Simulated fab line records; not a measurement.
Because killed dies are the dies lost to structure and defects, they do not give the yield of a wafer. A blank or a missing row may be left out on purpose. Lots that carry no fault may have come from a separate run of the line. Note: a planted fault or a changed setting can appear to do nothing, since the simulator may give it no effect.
2 desks, one fault | flow nandHarc | only its own numbers are on each desk; what lay behind them is given at the end

== TOOL OWNER'S DESK, cmp-03 ==
The tool's own readings at NHARC_A_M0_CMP_23 (polishes, t overpolish 20 s, target thk 113.75 nm): means of the sampled wafers that have a number, for each lot that ran on this tool. If a lot's mean is further than 4 standard deviations from the usual mean, the lot is out of limits and carries the mark OUT (the distance appears in the brackets).
Columns: A = motorCurrentA at NHARC_A_M0_CMP_23, usual 12.1 A; B = timeToEndpointS at NHARC_A_M0_CMP_23, usual 30 s
lot  | first seen here | A    | B
L255 | day 23 06:03    | 13.5 | 28
L263 | day 26 19:34    | 13.1 | 30
L264 | day 27 02:55    | 12.7 | 33
L273 | day 30 20:00    | 13.4 | 30
Result from this desk: across the 4 lots, nothing is out of limits.

== THE DEFECT DESK ==
Counts from the inspections along the route, per lot, as means over the sampled wafers that have a number. If a lot's mean is further than 4 standard deviations from the usual mean, the lot is out of limits and carries the mark OUT (the distance appears in the brackets).
Columns: A = rawDefectCount at NHARC_A_M0_INSPECT_11, usual 85; B = rawDefectCount at NHARC_A_M0_INSPECT_27, usual 550; C = rawDefectCount at NHARC_A_M1_INSPECT_11, usual 85
lot  | first seen here | A   | B   | C
L253 | day 22 12:24    | 77  | 764 | 76
L255 | day 23 03:59    | 54  | 504 | 53
L258 | day 24 10:04    | 21  | 666 | 22
L257 | day 24 14:04    | 107 | 579 | 107
L261 | day 25 11:29    | 28  | 456 | 27
L260 | day 25 15:38    | 122 | 496 | 121
L263 | day 26 17:28    | 42  | 512 | 41
L262 | day 26 22:20    | 128 | 639 | 127
L264 | day 27 00:49    | 75  | 588 | 75
L273 | day 30 17:55    | 76  | 862 | 495 (+12) OUT
L275 | day 31 16:40    | 119 | 630 | 122
This desk's finding: out of limits on L273; first on L273, day 30 21:52 (rawDefectCount at NHARC_A_M1_INSPECT_11). L253, L255, L258, L257, L261, L260, L263, L262, L264, L275 stayed within limits.

== TAKEN TOGETHER ==
The defect desk could have raised an alarm at day 30 21:52, on L273.
The tool owner's desk saw nothing out of limits.
Tool owner's desk: L273 on record, inside its limits.
Of the lots named, all ran NHARC_A_M0_CMP_23 on cmp-03.

== WHAT WAS PUT IN BY THE SIMULATOR ==
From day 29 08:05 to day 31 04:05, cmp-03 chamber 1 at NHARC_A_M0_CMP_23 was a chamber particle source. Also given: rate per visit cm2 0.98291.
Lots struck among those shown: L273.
Hours from the fault's start to each desk's first reading out of limits: the defect desk, 38.
